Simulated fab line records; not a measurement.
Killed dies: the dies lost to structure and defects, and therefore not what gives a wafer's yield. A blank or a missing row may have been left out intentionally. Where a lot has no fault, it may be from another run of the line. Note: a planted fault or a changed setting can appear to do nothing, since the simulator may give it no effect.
Chamber matching :: flow n5-finfet :: N5_SPACER0_ALD_08 on ald-sin-04: 4 sister chambers
The step deposits SiNx, target thk 2 nm. 16 wafers are shown with their chamber, then 8 later ones without.

== WAFERS WITH THEIR CHAMBER ==
wafer: L074.2
chamber: 3
heater-power-w (W): 917

wafer: L074.3
chamber: 1
heater-power-w (W): 809

wafer: L074.4
chamber: 2
heater-power-w (W): 784

wafer: L077.3
chamber: 2
heater-power-w (W): 754

wafer: L077.5
chamber: 3
heater-power-w (W): 926

wafer: L077.6
chamber: 2
heater-power-w (W): 782

wafer: L078.2
chamber: 0
heater-power-w (W): 857

wafer: L078.3
chamber: 3
heater-power-w (W): 896

wafer: L078.4
chamber: 1
heater-power-w (W): 795

wafer: L084.2
chamber: 3
heater-power-w (W): 910

wafer: L084.3
chamber: 1
heater-power-w (W): 815

wafer: L084.6
chamber: 2
heater-power-w (W): 762

wafer: L085.2
chamber: 1
heater-power-w (W): 814

wafer: L085.4
chamber: 0
heater-power-w (W): 783

wafer: L085.5
chamber: 3
heater-power-w (W): 906

wafer: L088.1
chamber: 1
heater-power-w (W): 809

SIGNATURES, as means of the wafers listed above
reading: heater-power-w
chamber 0: 820.00
chamber 1: 808.40
chamber 2: 770.50
chamber 3: 911.00
scatter within a chamber: 18.6
Rule: for a wafer and a chamber, the distance is found by dividing, reading by reading, the gap between the wafer's reading and the chamber's mean by the reading's scatter, squaring, summing and taking the root. The wafer belongs to the nearest chamber; if the next one is less than 2 further off, it can't be placed. The scatter is the square root of a quotient: the sum, over the shown wafers, of each reading's squared deviation from its chamber's mean, divided by wafers minus chambers.

== WAFERS WITHOUT THEIR CHAMBER ==
wafer: L088.5
heater-power-w (W): 791

wafer: L088.6
heater-power-w (W): 879

wafer: L092.1
heater-power-w (W): 902

wafer: L092.2
heater-power-w (W): 766

wafer: L092.4
heater-power-w (W): 801

wafer: L095.2
heater-power-w (W): 803

wafer: L095.5
heater-power-w (W): 792

wafer: L095.6
heater-power-w (W): 897

== CHAMBER TAKEN BY EACH ==
wafer: L088.5
from the rows above: can't be placed: 1 or 2 or 0
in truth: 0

wafer: L088.6
from the rows above: can't be placed: 3 or 0
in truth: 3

wafer: L092.1
from the rows above: 3
in truth: 3

wafer: L092.2
from the rows above: 2
in truth: 2

wafer: L092.4
from the rows above: can't be placed: 1 or 0 or 2
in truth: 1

wafer: L095.2
from the rows above: can't be placed: 1 or 0 or 2
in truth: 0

wafer: L095.5
from the rows above: can't be placed: 1 or 2 or 0
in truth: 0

wafer: L095.6
from the rows above: 3
in truth: 3
3 of 8 placed correctly. Cannot be placed on the basis of these rows: 5; the candidates contain the true chamber in 5. 0 placed wrongly.
